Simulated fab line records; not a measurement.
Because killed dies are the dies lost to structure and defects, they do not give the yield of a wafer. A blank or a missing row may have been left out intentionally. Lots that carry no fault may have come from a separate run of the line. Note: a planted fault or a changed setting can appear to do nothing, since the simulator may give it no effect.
A lot that was struck, set against a sound lot | flow n5Finfet | 15 out of 1938 route steps
Sound: wafers L635.2, L635.6. Struck: wafer L645.2 (L645.4, L645.6, from the same lot, were not struck and are left out); the cause is given at the end.
Per side, at each step with rows, come the tool, then ch with its chambers, and then its first start. Under that, the readings that differ: sound wafers | struck wafers | difference of the means | sigmas: that difference in standard deviations of wafers without a fault.
alike: same words and numbers on both sides, and readings whose means sit less than 2 such deviations apart. not compared: any withheld reading, any reading some wafer has no value for, any bound like >300 that may hide the same value, and any number with overlapping values for which the record gives no deviation.
A row with sigmas, a row that says differs or no value, or rows on one side alone: a step with any of these is where the two part. Numbers that have no deviation but don't overlap get no sigmas and don't part them. A reading that every wafer of one side lacks parts them only if that side has two wafers or more.

first, 7 steps without rows for these wafers: N5_PASSIVATION_COAT_04; N5_PASSIVATION_EBR_06; N5_PASSIVATION_SOFTBAKE_05 (time 90 s); N5_PASSIVATION_EXPOSE_07 (exposes mask TV, defocus 0 nm, target cd 3000 nm); N5_PASSIVATION_PEB_08; N5_PASSIVATION_DEVELOP_09 (develop time 60 s); N5_PASSIVATION_HARDBAKE_11 (time 120 s).
N5_PASSIVATION_CD_MEAS_10: the cd target is 3000 nm.
  sound on cdSem-03 ch 0, day 12 21:25; struck on cdSem-01 ch 0, day 15 19:46
  alike: cdNm
N5_PASSIVATION_OVL_MEAS_60:
  sound on overlay-01 ch 0, day 12 21:26; struck on overlay-02 ch 0, day 15 19:47
  alike: TV_OVL
N5_PASSIVATION_INSPECT_61: inspects for defects (macro).
  sound on defectInspect-01, day 12 21:28; struck on defectInspect-02, day 15 19:49
  alike: rawDefectCount
N5_PASSIVATION_DESCUM_12: chemistry O2, time 7.9 s.
  sound on rieDiel-03 ch 2, day 12 21:29; struck on rieDiel-02 ch 0, day 15 19:59
  alike: drypumpMotorCurrentA, oesProductAu, rfFwdPowerW, rfVppV, showerheadPlenumPTorr, tempC, throttleValvePct
  not compared: rfHoursCounterH
N5_PASSIVATION_PASS_ETCH_74: etches SiNx in CF4/O2, target depth 220 nm, time 110 s.
  sound on rieDiel-03 ch 2, day 12 21:34; struck on rieDiel-02 ch 0, day 15 20:03
  alike: drypumpMotorCurrentA, mfcArSccm, oesProductAu, rfFwdPowerW, rfVppV, showerheadPlenumPTorr, throttleValvePct
  not compared: rfHoursCounterH
N5_PASSIVATION_VIA_ETCH_13: etches SiO2 in CHF3/O2, target depth 660 nm, time 330 s.
  sound on rieDiel-03 ch 2, day 12 21:39; struck on rieDiel-02 ch 0, day 15 20:08
reading             | sound       | struck | difference | sigmas
etchRfOnTimeS (s)   | 236 244     | 404    | +164       | +32
mfcArSccm (sccm)    | 199.5 199.2 | 201.1  | +1.8       | +3
oesProductAu (a.u.) | 0.73 0.72   | 0.50   | -0.22      | -3
  alike: drypumpMotorCurrentA, rfVppV, showerheadPlenumPTorr, throttleValvePct
  not compared: rfFwdPowerW, rfHoursCounterH
N5_PASSIVATION_STRIP_14: strips in O2.
  sound on rieDiel-03 ch 2, day 12 21:51; struck on rieDiel-02 ch 0, day 15 20:20
  alike: drypumpMotorCurrentA, oesProductAu, rfVppV, showerheadPlenumPTorr, tempC, throttleValvePct
  not compared: rfHoursCounterH
N5_PASSIVATION_PROBE_49:
  sound on prober-01, day 13 04:35; struck on prober-02, day 16 03:18
reading       | sound | struck | difference | sigmas
killedAtOther | 1 0   | 10     | +10        | +3
  alike: defectLimitedYield, killed_at_M0_to_M3, killed_at_M4_up, killedAtContacts, killedAtFrontEnd, killedDies, killedOpen, killedShort, sort_bin_5_function, sort_bin_6_memory, sort_bin_8_speed, sortNPass, sortYieldPct

WHERE THEY PART
At N5_PASSIVATION_VIA_ETCH_13 first; at N5_PASSIVATION_PROBE_49 last (within this record only).

WHY: what the simulator had put in
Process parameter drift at N5_PASSIVATION_VIA_ETCH_13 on rieDiel-02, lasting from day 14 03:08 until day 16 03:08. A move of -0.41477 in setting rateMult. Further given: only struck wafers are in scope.
